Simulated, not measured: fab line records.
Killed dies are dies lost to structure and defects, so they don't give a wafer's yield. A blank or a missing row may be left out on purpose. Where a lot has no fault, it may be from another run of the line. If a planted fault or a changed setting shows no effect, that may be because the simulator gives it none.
fab line records	flow n5-finfet
record lots=9	wafers=27	last-day=18
route steps=1938 shown BEOL_M0_CUTY@705 BEOL_M0@717 BEOL_M4@1111 PASSIVATION@1936
lots untouched by any fault: they come from a run of this same line in which no faults occurred
start-h: the number of hours between the record's first day and the start of the first shown wafer of the lot	wait-h: hours since the lot's step before	" repeats the value in the row above	L1.1+2: one row covering several wafers at once	- no value, or no start given	* or withheld: withheld	< > ~ a bound
route shown NAME@n: NAME is a module with steps in the file, n the number in the route of the first one	usual: the fault-free wafers' mean and standard deviation	same: alike in all rows	chamber/n: place in a boat	sites: the reading at each site	_std_site: standard deviation of those values	_edge_site: inner sites' mean taken away from outer sites' mean	radius-mm: for every site, how far away it sits from the centre of the wafer	mask NAME#n: copy n	behind: tool/chamber where the wafer was last shaped	hold: why the lot was held/for how many hours/how that ended	device: transistor that didn't switch, given as n, p or np	end of line: the route-end tests of the same wafers	step lacking rows: just its recipe	killed: at the first sort, the dies lost to defects and structure; wafer yield is something else	map: a wafer's dies, x killed, . not, _ none there
set.NAME: setting as actually run; set.NAME@STEP: the setting as run at that earlier step	model.NAME: the simulator's own value behind a step, which no gauge read
the route's steps for a sample of lots (tables are steps, rows are wafers)
services: when a tool's chamber went out of use (start-h, in hours from the record's first day, below 0 if earlier), for how many hours, and the reason
## steps
# step N5_BEOL_M0_CUTY_EXPOSE_54
# recipe mask-id=M0_ABLK	na=1.35	source-shape=conventional	sigma-outer=0.8	polarization=unpolarized	dose-mj=36
# usual stage-vel-mm-s=500.06/0.28
lot.wafer	tool	chamber	start-h	wait-h	mask	stage-vel-mm-s
L677.3	arfi-scanner-01	0	112.40	-	M0_ABLK#0	500.19
L677.4	"	0	"	"	M0_ABLK#0	500.67
L677.5	"	0	"	"	M0_ABLK#0	500.36
L679.4	arfi-scanner-03	0	128.01	-	M0_ABLK#0	500.38
L679.5	"	0	"	"	M0_ABLK#0	500.50
L679.6	"	0	"	"	M0_ABLK#0	500.32
L681.2	arfi-scanner-01	0	134.98	-	M0_ABLK#0	500.66
L681.4	"	0	"	"	M0_ABLK#0	500.65
L681.6	"	0	"	"	M0_ABLK#0	500.53
L682.4	arfi-scanner-03	0	141.39	-	M0_ABLK#0	500.11
L682.5	"	0	"	"	M0_ABLK#0	499.90
L682.6	"	0	"	"	M0_ABLK#0	500.23
L689.2	arfi-scanner-01	0	192.40	-	M0_ABLK#0	500.55
L689.3	"	0	"	"	M0_ABLK#0	500.14
L689.5	"	0	"	"	M0_ABLK#0	500.16
L691.1	arfi-scanner-01	0	207.53	-	M0_ABLK#0	500.38
L691.2	"	0	"	"	M0_ABLK#0	500.06
L691.3	"	0	"	"	M0_ABLK#0	499.96
L692.1	arfi-scanner-03	0	207.84	-	M0_ABLK#0	499.90
L692.3	"	0	"	"	M0_ABLK#0	500.02
L692.6	"	0	"	"	M0_ABLK#0	499.99
L699.1	arfi-scanner-01	0	246.46	-	M0_ABLK#0	500.31
L699.3	"	0	"	"	M0_ABLK#0	500.63
L699.4	"	0	"	"	M0_ABLK#0	500.09
L700.1	arfi-scanner-01	0	257.54	-	M0_ABLK#0	499.71
L700.2	"	0	"	"	M0_ABLK#0	499.88
L700.5	"	0	"	"	M0_ABLK#0	499.64
# step N5_BEOL_M0_CUTY_OVL_MEAS_58
# recipe points-per-wafer=44
# usual M0_ABLK_OVL=-0.2/0.83
lot.wafer	tool	chamber	start-h	wait-h	M0_ABLK_OVL[nm]
L677.3	overlay-02	0	112.54	0.0	-0.1
L677.4	"	0	"	"	-1.8
L677.5	"	0	"	"	-0.6
L679.4	overlay-02	0	128.15	0.0	0.3
L679.5	"	0	"	"	0.2
L679.6	"	0	"	"	1.4
L681.2	overlay-02	0	135.13	0.0	-0.2
L681.4	"	0	"	"	-1.1
L681.6	"	0	"	"	0.1
L682.4	overlay-01	0	141.53	0.0	-0.5
L682.5	"	0	"	"	0.2
L682.6	"	0	"	"	-0.8
L689.2	overlay-01	0	192.54	0.0	0.3
L689.3	"	0	"	"	-0.6
L689.5	"	0	"	"	-0.1
L691.1	overlay-01	0	207.69	0.0	-0.5
L691.2	"	0	"	"	0.3
L691.3	"	0	"	"	-0.7
L692.1	overlay-02	0	208.00	0.0	-0.8
L692.3	"	0	"	"	-0.6
L692.6	"	0	"	"	-0.1
L699.1	overlay-02	0	246.61	0.0	12.2
L699.3	"	0	"	"	11.0
L699.4	"	0	"	"	10.6
L700.1	overlay-02	0	257.69	0.0	11.5
L700.2	"	0	"	"	10.9
L700.5	"	0	"	"	11.9
# step N5_BEOL_M0_CUTY_INSPECT_59
# recipe mode=adi	inspect-instrument=macro
# usual raw-defect-count=1.9/1.4
lot.wafer	tool	chamber	start-h	wait-h	raw-defect-count
L677.3	defect-inspect-02	-	112.57	0.0	1
L677.4	"	-	"	"	2
L677.5	"	-	"	"	1
L679.4	defect-inspect-01	-	128.17	0.0	1
L679.5	"	-	"	"	1
L679.6	"	-	"	"	0
L681.2	defect-inspect-01	-	135.16	0.0	1
L681.4	"	-	"	"	2
L681.6	"	-	"	"	0
L682.4	defect-inspect-02	-	141.55	0.0	2
L682.5	"	-	"	"	3
L682.6	"	-	"	"	3
L689.2	defect-inspect-02	-	192.57	0.0	7
L689.3	"	-	"	"	1
L689.5	"	-	"	"	1
L691.1	defect-inspect-01	-	207.71	0.0	2
L691.2	"	-	"	"	2
L691.3	"	-	"	"	2
L692.1	defect-inspect-02	-	208.02	0.0	2
L692.3	"	-	"	"	3
L692.6	"	-	"	"	1
L699.1	defect-inspect-02	-	246.63	0.0	0
L699.3	"	-	"	"	0
L699.4	"	-	"	"	1
L700.1	defect-inspect-01	-	257.72	0.0	1
L700.2	"	-	"	"	1
L700.5	"	-	"	"	2
# step N5_BEOL_M0_CUTY_DESCUM_61
# recipe chemistry=O2	time-s=7.9	source-power-w=50	bias-power-w=20	pressure-mtorr=20	rf-frequency-hz=2.712e+07	temp-c=40	resist=CAR-ArF-block	o2-flow-sccm=225
# usual drypump-motor-current-A=5.8/0.48	oes-product-au=0.80/0.1	rf-vpp-V=243.5/1.4	showerhead-plenum-p-Torr=2.11/0.074	throttle-valve-pct=20.41/0.2
lot.wafer	tool	chamber	start-h	wait-h	drypump-motor-current-A	oes-product-au	rf-hours-counter-h	rf-vpp-V	showerhead-plenum-p-Torr	throttle-valve-pct
L677.3	rie-diel-02	0	112.60	0.0	6.0	0.81	83	240.8	2.01	20.23
L677.4	"	2	"	"	6.4	0.92	26	245.1	2.21	20.15
L677.5	"	0	"	"	6.0	0.81	-	241.6	2.01	20.24
L679.4	rie-diel-05	1	128.42	0.3	6.2	0.74	177	241.5	2.08	20.21
L679.5	"	3	"	"	5.5	0.89	-	245.4	2.24	20.47
L679.6	"	2	"	"	5.7	0.68	-	242.6	2.07	20.60
L681.2	rie-diel-02	0	135.19	0.0	6.0	0.80	93	242.2	2.01	20.25
L681.4	"	2	"	"	6.3	0.90	34	244.3	2.21	20.15
L681.6	"	3	"	"	6.6	0.76	-	243.3	2.09	20.42
L682.4	rie-diel-01	1	141.60	0.0	6.4	0.70	-	242.3	2.09	20.96
L682.5	"	2	"	"	4.8	0.75	-	245.7	2.18	20.60
L682.6	"	3	"	"	5.9	0.96	-	244.4	2.13	20.31
L689.2	rie-diel-05	1	193.08	0.5	6.2	0.72	201	242.4	2.07	20.25
L689.3	"	2	"	"	5.7	1.05	0	243.6	2.07	20.33
L689.5	"	3	"	"	5.5	0.86	-	245.5	2.23	20.50
L691.1	rie-diel-01	3	207.75	0.0	5.9	0.91	29	243.1	2.13	20.36
L691.2	"	1	"	"	6.4	0.69	237	242.9	2.08	20.97
L691.3	"	2	"	"	4.8	0.74	201	243.6	2.18	20.60
L692.1	rie-diel-05	2	208.45	0.4	5.7	0.98	8	242.6	2.07	20.35
L692.3	"	1	"	"	6.2	0.73	209	243.1	2.07	20.26
L692.6	"	1	"	"	6.2	0.73	-	244.0	2.07	20.26
L699.1	rie-diel-01	3	246.67	0.0	5.9	0.88	45	242.6	2.12	20.39
L699.3	"	0	"	"	5.5	0.92	31	246.2	2.21	20.29
L699.4	"	0	"	"	5.5	0.92	-	244.8	2.20	20.29
L700.1	rie-diel-02	1	257.80	0.1	5.5	0.69	222	243.1	2.05	20.45
L700.2	"	3	"	"	6.6	0.72	185	242.8	2.08	20.52
L700.5	"	1	"	"	5.5	0.69	-	242.5	2.05	20.44
# step N5_BEOL_M0_STRIP_140
# recipe chemistry=CF4	resist=SiARC	power-w=300	bias-power-w=75	pressure-mtorr=50	cf4-flow-sccm=150	rf-frequency-hz=6e+07
# usual drypump-motor-current-A=5.8/0.45	oes-product-au=0.78/0.095	rf-vpp-V=271.4/1.6	showerhead-plenum-p-Torr=1.81/0.056	throttle-valve-pct=13.59/0.2
lot.wafer	tool	chamber	start-h	wait-h	drypump-motor-current-A	oes-product-au	rf-hours-counter-h	rf-vpp-V	showerhead-plenum-p-Torr	throttle-valve-pct
L677.3	rie-diel-05	0	113.19	0.1	5.6	0.69	223	270.9	1.79	13.81
L677.4	"	3	"	"	5.5	0.89	22	271.9	1.91	13.43
L677.5	"	0	"	"	5.6	0.70	-	270.9	1.79	13.82
L679.4	rie-diel-05	3	128.93	0.1	5.5	0.89	27	273.0	1.91	13.44
L679.5	"	0	"	"	5.6	0.69	-	270.5	1.79	13.84
L679.6	"	1	"	"	6.2	0.72	-	272.2	1.79	13.54
L681.2	rie-diel-02	3	140.70	0.1	6.6	0.75	142	271.0	1.79	13.51
L681.4	"	0	"	"	6.0	0.78	94	269.1	1.73	13.51
L681.6	"	0	"	"	6.0	0.78	-	271.2	1.73	13.51
L682.4	rie-diel-05	2	142.47	0.1	5.8	0.67	237	269.4	1.77	13.82
L682.5	"	0	"	"	5.6	0.70	-	268.9	1.79	13.84
L682.6	"	3	"	"	5.5	0.87	-	272.7	1.91	13.43
L689.2	rie-diel-02	2	202.44	0.3	6.3	0.84	58	271.0	1.89	13.35
L689.3	"	3	"	"	6.6	0.72	166	273.1	1.78	13.57
L689.5	"	2	"	"	6.3	0.84	-	272.7	1.89	13.33
L691.1	rie-diel-02	1	208.24	0.1	5.4	0.70	203	270.2	1.77	13.71
L691.2	"	0	"	"	6.0	0.76	119	271.8	1.73	13.57
L691.3	"	3	"	"	6.6	0.73	168	271.7	1.78	13.55
L692.1	rie-diel-05	1	209.03	0.2	6.2	0.70	209	271.7	1.78	13.59
L692.3	"	3	"	"	5.5	0.84	60	271.5	1.90	13.51
L692.6	"	1	"	"	6.2	0.70	-	272.9	1.78	13.59
L699.1	rie-diel-02	0	250.31	0.2	6.0	0.74	133	269.8	1.72	13.58
L699.3	"	1	"	"	5.4	0.69	218	270.3	1.77	13.76
L699.4	"	0	"	"	6.0	0.74	-	270.9	1.72	13.58
L700.1	rie-diel-02	3	258.54	0.3	6.6	0.71	186	271.8	1.77	13.57
L700.2	"	1	"	"	5.4	0.69	222	272.5	1.77	13.76
L700.5	"	1	"	"	5.4	0.69	-	270.1	1.76	13.73
# step N5_BEOL_M4_RC_MEAS_101
# usual DIBL_N=35.9/1.7	DIBL_P=35.8/2.2	IOFF_N=0.15/0.03	IOFF_P=0.21/0.036	ION_N=674/12	ION_P=463/7.2	SS_N=71.3/0.59	SS_P=73.1/0.69	VT_N=250/3	VT_P=-251/3.2
lot.wafer	tool	chamber	start-h	wait-h	DIBL_N[mV/V]	DIBL_P[mV/V]	IOFF_N[nA/um]	IOFF_P[nA/um]	ION_N[uA/um]	ION_P[uA/um]	SS_N[mV/dec]	SS_P[mV/dec]	VT_N[mV]	VT_P[mV]
L677.3	prober-02	0	160.58	0.3	35.6	36.5	0.14	0.22	673	468	72.2	74.0	250	-248
L677.4	"	0	"	"	35.3	36.0	0.14	0.20	678	464	71.1	73.4	250	-252
L677.5	"	0	"	"	33.9	34.0	0.12	0.17	674	462	71.0	73.0	253	-252
L679.4	prober-01	0	177.57	0.6	34.2	33.4	0.13	0.20	674	468	71.0	72.0	249	-251
L679.5	"	0	"	"	33.6	33.0	0.12	0.19	658	462	71.3	72.1	254	-250
L679.6	"	0	"	"	34.9	34.2	0.14	0.20	668	462	71.7	73.0	252	-249
L681.2	prober-01	0	186.19	0.2	36.8	37.1	0.17	0.23	676	469	71.6	73.7	250	-248
L681.4	"	0	"	"	36.7	36.6	0.16	0.22	678	469	71.8	73.8	252	-249
L681.6	"	0	"	"	36.3	36.3	0.17	0.22	682	472	71.7	73.7	249	-249
L682.4	prober-02	0	186.36	0.5	34.0	33.5	0.12	0.19	662	460	70.9	72.6	253	-251
L682.5	"	0	"	"	36.1	35.7	0.16	0.22	679	470	70.9	72.7	248	-248
L682.6	"	0	"	"	35.6	35.3	0.13	0.20	662	464	70.7	72.9	252	-249
L689.2	prober-02	0	246.18	0.2	36.9	37.0	0.18	0.25	690	472	71.2	73.0	246	-246
L689.3	"	0	"	"	36.7	37.3	0.17	0.24	670	457	71.8	73.6	250	-248
L689.5	"	0	"	"	35.9	35.6	0.15	0.22	678	468	71.6	73.4	251	-250
L691.1	prober-02	0	255.00	0.0	34.1	34.2	0.11	0.16	660	454	70.6	73.3	255	-254
L691.2	"	0	"	"	38.9	39.7	0.19	0.23	669	453	72.1	74.7	249	-254
L691.3	"	0	"	"	35.0	34.5	0.12	0.15	656	452	71.2	72.7	253	-258
L692.1	prober-01	0	268.79	0.0	35.3	38.2	0.16	0.22	668	457	71.4	74.3	250	-250
L692.3	"	0	"	"	34.1	35.7	0.14	0.18	680	469	71.1	73.4	249	-251
L692.6	"	0	"	"	37.2	39.6	0.20	0.25	685	466	72.2	74.7	245	-250
L699.1	prober-02	0	310.02	0.0	35.8	36.1	0.15	0.21	673	461	71.4	73.9	248	-251
L699.3	"	0	"	"	37.6	38.6	0.19	0.25	686	467	72.0	74.6	246	-249
L699.4	"	0	"	"	34.1	33.2	0.12	0.16	665	455	70.5	72.6	255	-251
L700.1	prober-02	0	315.37	0.0	33.7	34.0	0.11	0.16	667	464	70.3	72.1	256	-255
L700.2	"	0	"	"	36.1	36.2	0.14	0.18	675	457	71.2	73.5	254	-251
L700.5	"	0	"	"	34.0	34.3	0.11	0.15	658	457	70.8	72.1	255	-255
# step N5_PASSIVATION_PROBE_49
# usual defect-limited-yield=91.0/1.5	killed_at_M0_to_M3=35/12	killed_at_M4_up=15/5.8	killed-at-contacts=14/7.2	killed-at-front-end=40/10	killed-at-other=3/3	killed-dies=106/18	killed-open=68/14	killed-short=35/7.2	sort_bin_5_function=5.2/0.96	sort_bin_6_memory=3.3/0.69	sort-n-pass=1074/18	sort-yield-pct=91.0/1.5
# same gross-dies=1180	killed-at-back-side=0	sort_bin_4_leakage[%]=0	sort_bin_8_speed[%]=0
lot.wafer	tool	chamber	start-h	wait-h	defect-limited-yield[%]	killed_at_M0_to_M3	killed_at_M4_up	killed-at-contacts	killed-at-front-end	killed-at-other	killed-dies	killed-open	killed-short	sort_bin_5_function[%]	sort_bin_6_memory[%]	sort-n-pass	sort-yield-pct[%]
L677.3	prober-02	-	264.05	0.1	91.8	34	21	14	26	2	97	55	40	5.2	2.5	1083	91.8
L677.4	prober-02	-	264.10	0.2	90.3	27	21	28	38	0	114	69	45	4.9	4.7	1066	90.3
L677.5	prober-02	-	264.15	0.2	91.6	34	18	21	25	1	99	71	27	4.6	3.6	1081	91.6
L679.4	prober-01	-	280.47	0.2	89.1	40	11	7	63	8	129	87	41	6.5	4.1	1051	89.1
L679.5	prober-01	-	280.52	0.2	92.9	29	9	2	40	4	84	47	34	4.3	2.5	1096	92.9
L679.6	prober-01	-	280.57	0.3	90.6	31	27	4	46	3	111	68	37	5.4	3.1	1069	90.6
L681.2	prober-02	-	288.52	0.1	90.6	40	20	5	44	2	111	75	34	4.7	4.3	1069	90.6
L681.4	prober-02	-	288.62	0.2	93.2	34	11	2	33	0	80	53	27	3.2	3.3	1100	93.2
L681.6	prober-02	-	288.72	0.3	93.3	41	11	4	22	1	79	55	24	3.5	2.9	1101	93.3
L682.4	prober-01	-	293.27	0.3	90.5	47	8	17	38	2	112	64	40	5.2	3.2	1068	90.5
L682.5	prober-01	-	293.32	0.3	89.8	47	5	23	44	1	120	66	42	5.0	3.8	1060	89.8
L682.6	prober-01	-	293.37	0.4	89.9	61	7	9	37	5	119	65	50	5.4	4.3	1061	89.9
L689.2	prober-02	-	346.40	0.9	92.6	14	19	33	19	2	87	61	18	4.5	2.5	1093	92.6
L689.3	prober-02	-	346.45	0.9	91.3	21	15	8	52	7	103	63	37	4.2	4.0	1077	91.3
L689.5	prober-02	-	346.55	1.0	91.9	19	26	16	27	7	95	61	32	4.2	3.5	1085	91.9
L692.1	prober-02	-	365.10	0.5	89.0	38	29	15	42	6	130	78	49	6.4	4.4	1050	89.0
L692.3	prober-02	-	365.20	0.6	88.4	62	18	12	42	3	137	94	43	6.3	5.0	1043	88.4
L692.6	prober-02	-	365.35	0.8	88.8	57	23	6	43	3	132	80	51	6.3	4.4	1048	88.8
L691.1	prober-02	-	365.40	0.3	93.0	30	8	8	32	5	83	54	28	4.1	2.7	1097	93.0
L691.2	prober-02	-	365.45	0.4	92.6	25	19	8	29	6	87	55	28	4.9	2.3	1093	92.6
L691.3	prober-02	-	365.50	0.4	92.7	37	10	11	26	2	86	57	26	4.4	2.5	1094	92.7
L699.1	prober-02	-	413.96	0.3	89.7	31	19	17	52	2	121	82	38	6.2	3.7	1059	89.7
L699.3	prober-02	-	414.06	0.4	91.1	14	21	20	45	5	105	67	34	5.3	3.1	1075	91.1
L699.4	prober-02	-	414.11	0.5	89.4	26	13	30	51	5	125	83	40	5.8	4.3	1055	89.4
L700.1	prober-02	-	424.96	0.0	91.7	23	7	10	43	15	98	65	33	4.9	3.1	1082	91.7
L700.2	prober-02	-	425.01	0.1	88.8	32	18	11	62	9	132	96	35	7.1	3.9	1048	88.8
L700.5	prober-02	-	425.16	0.2	88.6	37	15	9	62	11	134	89	43	6.4	4.5	1046	88.6
# killed by level:class
L677.3 MOL_CONTACT_COAG:geometric-particle:open=10 BEOL_M0_SAQP:geometric-particle:short=8 BEOL_M3:geometric-particle:open=7 FIN_SAQP:geometric-particle:short=6 BEOL_M1:geometric-particle:open=5 BEOL_M0_SAQP:geometric-particle:open=5 BEOL_M4:geometric-particle:open=5 BEOL_M4:geometric-particle:short=5
L677.4 MOL_CONTACT_COAG:geometric-particle:open=22 FIN_SAQP:geometric-particle:short=12 FIN_SAQP:geometric-particle:open=12 BEOL_M0_SAQP:geometric-particle:open=9 BEOL_M0_SAQP:geometric-particle:short=8 GATE_CUT:geometric-particle:short=6 MOL_CONTACT_COAG:geometric-particle:short=6 BEOL_M5:geometric-particle:open=6
L677.5 MOL_CONTACT_COAG:geometric-particle:open=18 BEOL_M4:geometric-particle:open=10 BEOL_M0_SAQP:geometric-particle:open=8 BEOL_M1:geometric-particle:open=8 BEOL_M0_SAQP:geometric-particle:short=7 FIN_SAQP:geometric-particle:open=6 BEOL_M2:geometric-particle:open=4 FIN_CUT:geometric-particle:short=3
L679.4 FIN_SAQP:geometric-particle:open=25 BEOL_M0_SAQP:geometric-particle:open=15 STI_FIN_REVEAL:geometric-particle:open=14 BEOL_M0_SAQP:geometric-particle:short=9 FIN_SAQP:geometric-particle:short=8 MOL_CONTACT_COAG:geometric-particle:open=6 BEOL_M0:geometric-particle:open=5 BEOL_M1:geometric-particle:short=5
L679.5 FIN_SAQP:geometric-particle:open=11 FIN_SAQP:geometric-particle:short=8 BEOL_M0_SAQP:geometric-particle:open=7 DUMMY_GATE:geometric-particle:open=4 BEOL_M0_SAQP:geometric-particle:short=4 BEOL_M2:geometric-particle:open=4 BEOL_M4:geometric-particle:short=4 STARTING-WAFER:geometric-particle:short=4
L679.6 BEOL_M4:geometric-particle:open=18 STI_FIN_REVEAL:geometric-particle:open=14 BEOL_M0_SAQP:geometric-particle:short=11 BEOL_M0_SAQP:geometric-particle:open=8 FIN_SAQP:geometric-particle:short=7 BEOL_M4:geometric-particle:short=7 HKMG_FIN:area-etch=6 FIN_SAQP:geometric-particle:open=4
L681.2 BEOL_M4:geometric-particle:open=17 FIN_SAQP:geometric-particle:open=9 BEOL_M3:geometric-particle:open=9 BEOL_M0_SAQP:geometric-particle:open=7 BEOL_M1:geometric-particle:short=7 STI_FIN_REVEAL:geometric-particle:open=6 DUMMY_GATE:geometric-particle:open=5 ILD0:geometric-particle:open=5
L681.4 BEOL_M3:geometric-particle:open=16 BEOL_M4:geometric-particle:open=8 FIN_SAQP:geometric-particle:open=5 ILD0:geometric-particle:short=5 GATE_CUT:geometric-particle:open=4 BEOL_M0_SAQP:geometric-particle:short=4 BEOL_M0_SAQP:geometric-particle:open=4 STARTING-WAFER:geometric-particle:short=4
L681.6 BEOL_M0_SAQP:geometric-particle:short=10 BEOL_M2:geometric-particle:open=10 BEOL_M0_SAQP:geometric-particle:open=9 BEOL_M3:geometric-particle:open=5 FIN_SAQP:geometric-particle:open=4 STI_FIN_REVEAL:geometric-particle:open=4 MOL_CONTACT_COAG:geometric-particle:open=4 BEOL_M4:geometric-particle:open=4
L682.4 BEOL_M0_SAQP:geometric-particle:open=16 BEOL_M0_SAQP:geometric-particle:short=15 MOL_CONTACT_COAG:geometric-particle:open=12 FIN_SAQP:geometric-particle:open=7 HKMG_FIN:area-etch=7 FIN_SAQP:geometric-particle:short=6 MOL_CONTACT_COAG:geometric-particle:short=5 STARTING-WAFER:geometric-particle:open=5
L682.5 MOL_CONTACT_COAG:geometric-particle:open=20 BEOL_M0_SAQP:geometric-particle:open=17 BEOL_M0_SAQP:geometric-particle:short=17 HKMG_FIN:area-etch=9 DUMMY_GATE:geometric-particle:open=6 FIN_SAQP:geometric-particle:open=5 DUMMY_GATE:geometric-particle:short=5 FIN_SAQP:geometric-particle:short=4
L682.6 BEOL_M0_SAQP:geometric-particle:open=17 BEOL_M0_SAQP:geometric-particle:short=13 FIN_SAQP:geometric-particle:short=9 BEOL_M2:geometric-particle:open=9 MOL_CONTACT_COAG:geometric-particle:open=7 BEOL_M1:geometric-particle:open=7 ILD0:geometric-particle:short=5 BEOL_M2:geometric-particle:short=5
L689.2 MOL_CONTACT_COAG:geometric-particle:open=27 BEOL_M4:geometric-particle:open=9 BEOL_M0_SAQP:geometric-particle:open=7 MOL_CONTACT_COAG:geometric-particle:short=6 FIN_SAQP:geometric-particle:open=4 GATE_CUT:geometric-particle:short=4 STI_FIN_REVEAL:geometric-particle:open=3 BEOL_M4:geometric-particle:short=3
L689.3 DUMMY_GATE:geometric-particle:open=14 FIN_SAQP:geometric-particle:open=8 FIN_SAQP:geometric-particle:short=8 BEOL_M0_SAQP:geometric-particle:open=8 BEOL_M0_SAQP:geometric-particle:short=7 STI_FIN_REVEAL:geometric-particle:open=6 DUMMY_GATE:geometric-particle:short=6 BEOL_M4:geometric-particle:open=6
L689.5 MOL_CONTACT_COAG:geometric-particle:open=11 BEOL_M4:geometric-particle:open=11 BEOL_M0_SAQP:geometric-particle:short=7 DUMMY_GATE:geometric-particle:open=6 BEOL_M0_SAQP:geometric-particle:open=6 MOL_CONTACT_COAG:geometric-particle:short=5 BEOL_M4:geometric-particle:short=5 FIN_SAQP:geometric-particle:open=4
L692.1 BEOL_M4:geometric-particle:open=15 MOL_CONTACT_COAG:geometric-particle:open=11 FIN_SAQP:geometric-particle:open=10 FIN_SAQP:geometric-particle:short=8 BEOL_M2:geometric-particle:short=8 BEOL_M2:geometric-particle:open=7 BEOL_M4:geometric-particle:short=6 BEOL_M0_SAQP:geometric-particle:open=5
L692.3 BEOL_M2:geometric-particle:open=17 BEOL_M0_SAQP:geometric-particle:short=13 FIN_SAQP:geometric-particle:open=12 BEOL_M0_SAQP:geometric-particle:open=11 BEOL_M3:geometric-particle:open=9 MOL_CONTACT_COAG:geometric-particle:open=7 FIN_SAQP:geometric-particle:short=6 BEOL_M2:geometric-particle:short=6
L692.6 BEOL_M0_SAQP:geometric-particle:short=19 FIN_SAQP:geometric-particle:open=15 BEOL_M4:geometric-particle:open=14 BEOL_M2:geometric-particle:open=12 FIN_SAQP:geometric-particle:short=11 BEOL_M0_SAQP:geometric-particle:open=9 BEOL_M1:geometric-particle:open=7 MOL_CONTACT_COAG:geometric-particle:open=4
L691.1 BEOL_M0_SAQP:geometric-particle:open=10 FIN_SAQP:geometric-particle:open=8 SPACER0:geometric-particle:open=6 MOL_CONTACT_COAG:geometric-particle:open=6 BEOL_M3:geometric-particle:open=6 FIN_SAQP:geometric-particle:short=5 BEOL_M0_SAQP:geometric-particle:short=4 BEOL_M3:geometric-particle:short=4
L691.2 FIN_SAQP:geometric-particle:open=8 BEOL_M3:geometric-particle:open=8 BEOL_M4:geometric-particle:open=8 GATE_CUT:geometric-particle:short=5 MOL_CONTACT_COAG:geometric-particle:open=5 BEOL_M2:geometric-particle:open=5 FIN_SAQP:geometric-particle:short=4 STI_FIN_REVEAL:geometric-particle:open=4
L691.3 MOL_CONTACT_COAG:geometric-particle:open=10 BEOL_M3:geometric-particle:open=9 BEOL_M0_SAQP:geometric-particle:open=7 BEOL_M2:geometric-particle:open=7 FIN_SAQP:geometric-particle:open=6 BEOL_M0_SAQP:geometric-particle:short=6 BEOL_M3:geometric-particle:short=6 STI_FIN_REVEAL:geometric-particle:open=4
L699.1 MOL_CONTACT_COAG:geometric-particle:open=16 STI_FIN_REVEAL:geometric-particle:open=12 BEOL_M0_SAQP:geometric-particle:short=10 FIN_SAQP:geometric-particle:open=9 FIN_SAQP:geometric-particle:short=9 BEOL_M0_SAQP:geometric-particle:open=9 DUMMY_GATE:geometric-particle:open=5 STARTING-WAFER:geometric-particle:open=5
L699.3 MOL_CONTACT_COAG:geometric-particle:open=17 STI_FIN_REVEAL:geometric-particle:open=15 BEOL_M4:geometric-particle:open=11 BEOL_M4:geometric-particle:short=5 FIN_SAQP:geometric-particle:open=4 STI_FIN_REVEAL:geometric-particle:short=4 GATE_CUT:geometric-particle:short=4 BEOL_M0_SAQP:geometric-particle:short=4
L699.4 MOL_CONTACT_COAG:geometric-particle:open=20 STI_FIN_REVEAL:geometric-particle:open=16 BEOL_M0_SAQP:geometric-particle:open=12 MOL_CONTACT_COAG:geometric-particle:short=10 BEOL_M0_SAQP:geometric-particle:short=8 BEOL_M4:geometric-particle:open=7 FIN_SAQP:geometric-particle:open=5 DUMMY_GATE:geometric-particle:open=5
L700.1 STI_FIN_REVEAL:geometric-particle:open=11 MOL_CONTACT_COAG:geometric-particle:open=8 FIN_SAQP:geometric-particle:short=7 FIN_SAQP:geometric-particle:open=6 GATE_CUT:geometric-particle:short=5 BEOL_M0_SAQP:geometric-particle:open=5 BEOL_M2:geometric-particle:open=5 GATE_CUT:geometric-particle:open=3
L700.2 STI_FIN_REVEAL:geometric-particle:open=18 FIN_SAQP:geometric-particle:open=12 BEOL_M4:geometric-particle:open=11 BEOL_M2:geometric-particle:open=10 BEOL_M0_SAQP:geometric-particle:open=9 MOL_CONTACT_COAG:geometric-particle:open=9 BEOL_M0_SAQP:geometric-particle:short=7 FIN_SAQP:geometric-particle:short=5
L700.5 STI_FIN_REVEAL:geometric-particle:open=19 BEOL_M3:geometric-particle:open=10 BEOL_M2:geometric-particle:open=9 FIN_SAQP:geometric-particle:short=8 BEOL_M4:geometric-particle:open=8 BEOL_M0_SAQP:geometric-particle:open=8 FIN_SAQP:geometric-particle:open=7 GATE_CUT:geometric-particle:short=6
## services
tool	chamber	start-h	hours	kind
arfi-scanner-01	-	93.31	1.6	repair
arfi-scanner-03	-	96.31	1.3	pm
arfi-scanner-03	-	132.94	1.0	pm
arfi-scanner-01	-	135.53	6.0	pm
arfi-scanner-03	-	146.20	1.0	pm
arfi-scanner-01	-	147.93	4.5	repair
rie-diel-05	2	174.17	-	clean
rie-diel-05	2	174.17	-	consumable-replace:focus-ring
rie-diel-05	2	174.17	18.4	scheduled-down
rie-diel-05	2	174.17	18.4	vent-cycle
arfi-scanner-03	-	178.86	0.8	pm
arfi-scanner-01	-	185.31	1.3	pm
rie-diel-05	0	193.08	-	clean
rie-diel-05	0	193.08	-	consumable-replace:focus-ring
rie-diel-05	0	193.08	30.1	scheduled-down
rie-diel-05	0	193.08	30.1	vent-cycle
rie-diel-02	-	195.44	3.7	repair
arfi-scanner-01	-	195.73	2.1	repair
arfi-scanner-03	-	200.94	4.9	pm
arfi-scanner-01	-	212.53	0.8	pm
arfi-scanner-03	-	221.81	1.3	pm
arfi-scanner-03	-	223.11	3.9	pm
rie-diel-02	2	248.76	6.5	repair
rie-diel-01	-	253.57	0.8	repair
## key
first-sign step=N5_BEOL_M0_CUTY_OVL_MEAS_58	reading=M0_ABLK_OVL	direction=up	sigmas=14	usual=-0.2	struck=11.3
effect none on later readings
met-at N5_BEOL_M0_CUTY_EXPOSE_54
struck-lots L699,L700
not-acting-at N5_BEOL_M0_CUTY_INSPECT_59,N5_BEOL_M0_CUTY_DESCUM_61,N5_BEOL_M0_STRIP_140
onset-between 207.53 246.46
also-fits time
fault kind=scanner-matching-overlay	tool=arfi-scanner-01	chamber=-	onset-h=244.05	steps=N5_BEOL_M0_CUTY_EXPOSE_54	offset=12.103
